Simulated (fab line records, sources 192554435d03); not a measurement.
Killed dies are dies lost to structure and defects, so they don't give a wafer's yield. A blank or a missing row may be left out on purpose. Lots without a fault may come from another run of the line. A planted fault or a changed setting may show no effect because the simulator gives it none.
fab line records | flow n5_finfet
record lots=4 wafers=12 last_day=18
route steps=1938 shown BEOL_M4@1028
lots that met no fault: from a run of the same line without faults
start_h: hours from the record's first day to the start of the lot's first wafer shown | wait_h: hours since the lot's step before | " the same as in the row above | L1.1+2: a row that stands for several wafers | - no value, or no start given | * or withheld: withheld | < > ~ a bound
route shown NAME@n: a module of which the file shows steps, and the number in the route of the first | usual: mean/standard deviation of fault-free wafers | same: alike in all rows | chamber/n: place in a boat | sites: the reading at each site | _std_site: their standard deviation | _edge_site: outer sites' mean less inner sites' | radius_mm: how far each site lies from the wafer's centre | mask NAME#n: copy n | behind: the tool/chamber that last shaped the wafer | hold: why the lot was held/for how many hours/how that ended | device: the transistor (n, p or np) that didn't switch | end of line: the same wafers' tests at the end of the route | a step without rows: its recipe alone | killed: dies lost to structure and defects at the first sort, not the wafer's yield | map: a wafer's dies, x killed, . not, _ none there
set.NAME: the setting as run; set.NAME@STEP: as run at that earlier step | model.NAME: the simulator's own value behind a step, which no gauge read
lots at some steps of the route; a table a step, a row a wafer
services: from which hour (start_h, from the record's first day; less than 0 if before it) a tool's chamber was out of use, for how many hours, and why
## steps
# step N5_BEOL_M4_COAT_05
# recipe resist=CAR-EUV spin_rpm=1500 resist_thk_nm=30
# step N5_BEOL_M4_EBR_07
# recipe solvent=PGMEA ebr_width_mm=1.5
# step N5_BEOL_M4_SOFTBAKE_06
# recipe temp_c=110 time_s=60 resist=CAR-EUV
# step N5_BEOL_M4_EXPOSE_08
# recipe mask_id=M4 na=0.33 source_shape=dipole sigma_inner=0.369 sigma_outer=0.767 polarization=unpolarized dose_mj=41.25
# step N5_BEOL_M4_PEB_09
# recipe peb_temp_c=100 peb_time_s=60 resist=CAR-EUV
# step N5_BEOL_M4_DEVELOP_10
# recipe develop_time_s=30 developer=TMAH resist=CAR-EUV rinse_liquid=surfactant_rinse dry=air_spin dev_temp_c=23
# step N5_BEOL_M4_DESCUM_16
# recipe chemistry=O2 time_s=7 source_power_w=50 bias_power_w=20 pressure_mtorr=20 rf_frequency_hz=2.712e+07 temp_c=40 resist=CAR-EUV o2_flow_sccm=225
# step N5_BEOL_M4_ETCH_74
# recipe chemistry=N2/H2 target=underlayer target_depth_a=65 mask_material=CAR-EUV time_s=5.2 ion_energy_ev=200 pressure_mtorr=30 source_w=840 bias_w=150 n2_flow_sccm=200 h2_flow_sccm=200 ends=cleared
# step N5_BEOL_M4_ETCH_63
# recipe chemistry=CF4 target=SiARC target_depth_a=156 mask_material=CAR-EUV time_s=26 ion_energy_ev=80 pressure_mtorr=40 source_w=545 bias_w=36 Ar_flow_sccm=100 cf4_flow_sccm=100 ends=cleared
# step N5_BEOL_M4_ETCH_64
# recipe chemistry=N2/H2 target=SOC target_depth_a=750 overetch_a=225 mask_material=SiARC temp_c=40 time_s=121.9 ion_energy_ev=200 pressure_mtorr=30 source_w=840 bias_w=150 n2_flow_sccm=200 h2_flow_sccm=200
# usual bias_w=150.0/0.38 drypump_motor_current_A=6.0/0.42 oes_product_au=0.61/0.056 rf_fwd_power_W=836.9/2.8 rf_vpp_V=524/3 showerhead_plenum_p_Torr=2.54/0.11 temp_c=39.99/0.12 throttle_valve_pct=17.80/0.27
# columns lot.wafer tool chamber start_h wait_h bias_w drypump_motor_current_A oes_product_au rf_fwd_power_W rf_hours_counter_h rf_vpp_V showerhead_plenum_p_Torr temp_c throttle_valve_pct model.SiARC_of_BEOL_M4_COAT_62.thk_nm model.BEOL_M4.cd_offset_nm
L599.3 rie_diel-03 2 202.77 0.0 149.8 5.1 0.51 833.0 208 524 2.54 40.06 18.04 5.8 0.4
L599.5 " 2 " " 150.0 5.1 0.54 829.4 - 523 2.54 40.25 18.07 6.4 0.2
L599.6 " 3 " " 150.0 5.4 0.59 839.0 - 529 2.70 40.13 17.56 5.4 0.2
L600.3 rie_diel-03 2 208.46 0.0 150.0 5.1 0.50 835.7 211 524 2.53 39.74 18.05 5.6 0.2
L600.5 " 2 " " 149.7 5.1 0.54 832.4 - 522 2.53 39.78 18.06 6.4 0
L600.6 " 3 " " 150.2 5.4 0.60 837.5 - 529 2.70 39.98 17.57 5.4 0
L603.4 rie_diel-03 1 295.21 0.0 149.8 5.9 0.60 833.1 101 525 2.55 39.97 17.91 6.6 -0.4
L603.5 " 3 " " 149.9 5.4 0.60 836.3 - 529 2.68 39.87 17.65 6.2 -0.4
L603.6 " 2 " " 149.6 5.1 0.53 828.4 - 523 2.52 40.01 18.11 6.6 -0.2
L602.1 rie_diel-02 2 304.59 0.0 150.1 6.0 0.56 837.1 178 527 2.63 40.07 17.73 5.8 0
L602.2 " 1 " " 149.9 6.2 0.64 839.6 57 527 2.70 40.14 17.67 6.2 -0.2
L602.6 " 0 " " 149.9 6.4 0.53 833.6 - 520 2.41 39.97 18.13 6.2 0.2
# step N5_BEOL_M4_STRIP_65
# recipe chemistry=N2/H2 temp_c=40 n2_flow_sccm=200 h2_flow_sccm=200 rf_frequency_hz=6e+07
# step N5_BEOL_M4_STRIP_75
# recipe chemistry=N2/H2 temp_c=40 n2_flow_sccm=200 h2_flow_sccm=200 rf_frequency_hz=6e+07
# step N5_BEOL_M4_STRIP_66
# recipe chemistry=CF4 resist=SiARC power_w=300 bias_power_w=75 pressure_mtorr=50 cf4_flow_sccm=150 rf_frequency_hz=6e+07
# step N5_BEOL_M4_HM_OPEN_17
# recipe chemistry=Cl2/BCl3 target_depth_a=200 overetch_a=60 target=TiN mask_material=SOC ion_energy_ev=150 pressure_mtorr=10 icp_w=1000 bias_w=126 Cl2_flow_sccm=53.25 bcl3_flow_sccm=21.75 Ar_flow_sccm=25
# usual bias_w=126.0/0.34 drypump_motor_current_A=5.8/0.32 oes_product_au=0.67/0.091 rf_fwd_power_W=994/3.7 throttle_valve_pct=22.13/0.25
# columns lot.wafer tool chamber start_h wait_h bias_w drypump_motor_current_A oes_product_au rf_fwd_power_W rf_hours_counter_h throttle_valve_pct model.etch.depth_nm model.BEOL_M4.cd_offset_nm
L599.3 rie_metal-01 0 202.98 0.1 126.2 5.8 0.50 993 - 22.63 18.45 0.4
L599.5 " 1 " " 126.2 5.1 0.66 996 - 22.11 19.91 0.2
L599.6 " 0 " " 126.2 5.8 0.50 991 - 22.65 18.5 0.2
L600.3 rie_metal-01 1 208.66 0.1 126.1 5.2 0.65 992 - 22.16 18.45 0.2
L600.5 " 1 " " 125.9 5.2 0.67 993 - 22.10 19.93 0.2
L600.6 " 0 " " 125.5 5.8 0.49 999 - 22.65 18.3 -0.2
L603.4 rie_metal-03 0 295.42 0.1 126.3 6.0 0.70 998 - 22.16 20.39 -0.2
L603.5 " 1 " " 125.7 6.1 0.79 992 - 22.00 20.35 0
L603.6 " 0 " " 126.2 6.0 0.71 1004 - 22.18 20.28 0
L602.1 rie_metal-02 0 304.76 0.0 126.0 5.9 0.64 990 43 21.72 19.57 0
L602.2 " 1 " " 126.1 5.7 0.72 986 19 22.07 19.88 -0.2
L602.6 " 1 " " 126.4 5.6 0.71 987 - 22.06 19.73 0.2
# step N5_BEOL_M4_STRIP_19
# recipe chemistry=O2 power_w=400 temp_c=40 pressure_mtorr=30 rf_frequency_hz=6e+07 bias_power_w=0 overash_fraction=0.2 o2_flow_sccm=225
# step N5_BEOL_M4_RC_MEAS_101
# usual DIBL_N=36.3/1.9 DIBL_P=36.0/2.1 IOFF_N=0.16/0.031 IOFF_P=0.21/0.035 ION_N=675/14 ION_P=464/8.5 SS_N=71.5/0.6 SS_P=73.3/0.72 VT_N=250/3.2 VT_P=-250/3.1
# columns lot.wafer tool chamber start_h wait_h DIBL_N[mV/V] DIBL_P[mV/V] IOFF_N[nA/um] IOFF_P[nA/um] ION_N[uA/um] ION_P[uA/um] SS_N[mV/dec] SS_P[mV/dec] VT_N[mV] VT_P[mV]
L599.3 prober-01 0 209.22 0.3 32.9 34.8 0.12 0.16 653 451 70.9 72.7 254 -254
L599.5 " 0 " " 35.5 37.2 0.15 0.20 653 447 72.0 73.5 253 -252
L599.6 " 0 " " 35.7 38.1 0.15 0.20 657 451 72.1 73.6 252 -251
L600.3 prober-01 0 214.58 0.3 33.5 33.2 0.12 0.16 679 461 71.3 72.8 252 -255
L600.5 " 0 " " 33.7 33.7 0.12 0.17 674 462 70.4 72.7 253 -253
L600.6 " 0 " " 33.7 33.7 0.13 0.17 689 470 71.6 72.6 252 -253
L603.4 prober-02 0 320.52 0.5 36.7 36.3 0.15 0.21 676 460 72.0 73.5 252 -249
L603.5 " 0 " " 36.8 37.2 0.16 0.22 674 461 71.2 73.9 251 -254
L603.6 " 0 " " 34.8 34.3 0.12 0.18 658 454 71.0 72.8 255 -253
L602.1 prober-01 0 326.65 0.0 35.8 34.8 0.16 0.22 689 470 71.8 72.6 247 -246
L602.2 " 0 " " 35.5 34.5 0.15 0.20 668 456 72.2 72.9 249 -249
L602.6 " 0 " " 36.1 37.3 0.18 0.26 683 474 71.6 72.8 247 -248
## services
# columns tool chamber start_h hours kind
rie_diel-02 3 179.16 26.0 repair
rie_metal-03 1 192.54 5.3 repair
rie_metal-03 - 204.44 0.5 repair
rie_metal-02 - 205.98 2.8 pm
rie_metal-03 1 222.54 - clean
rie_metal-03 1 222.54 21.0 scheduled_down
rie_metal-03 1 222.54 21.0 vent_cycle
rie_metal-01 0 227.38 - clean
rie_metal-01 0 227.38 18.4 scheduled_down
rie_metal-01 0 227.38 18.4 vent_cycle
rie_diel-03 0 229.05 - clean
rie_diel-03 0 229.05 - consumable_replace:focus_ring
rie_diel-03 0 229.05 - consumable_replace:showerhead
rie_diel-03 0 229.05 21.1 scheduled_down
rie_diel-03 0 229.05 21.1 vent_cycle
rie_metal-02 1 239.77 14.1 repair
rie_diel-03 - 246.82 1.1 repair
rie_metal-02 0 252.88 2.0 repair
rie_metal-02 1 279.91 1.1 repair
## key
first_sign none at tools or gauges
model_effect step=N5_BEOL_M4_ETCH_64 value=SiARC_of_BEOL_M4_COAT_62.thk_nm without=6.3 struck=5.55
model_effect step=N5_BEOL_M4_HM_OPEN_17 value=etch.depth_nm without=19.97 struck=18.42
met_at N5_BEOL_M4_ETCH_64
struck_wafers L599.3,L599.6,L600.3,L600.6
fault kind=process_parameter_drift tool=rie_diel-03 chamber=- onset_h=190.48 steps=N5_BEOL_M4_ETCH_64 channel=time_s offset=* shape=step end_h=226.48 scope=struck_wafers_only acts_in=* stated=*
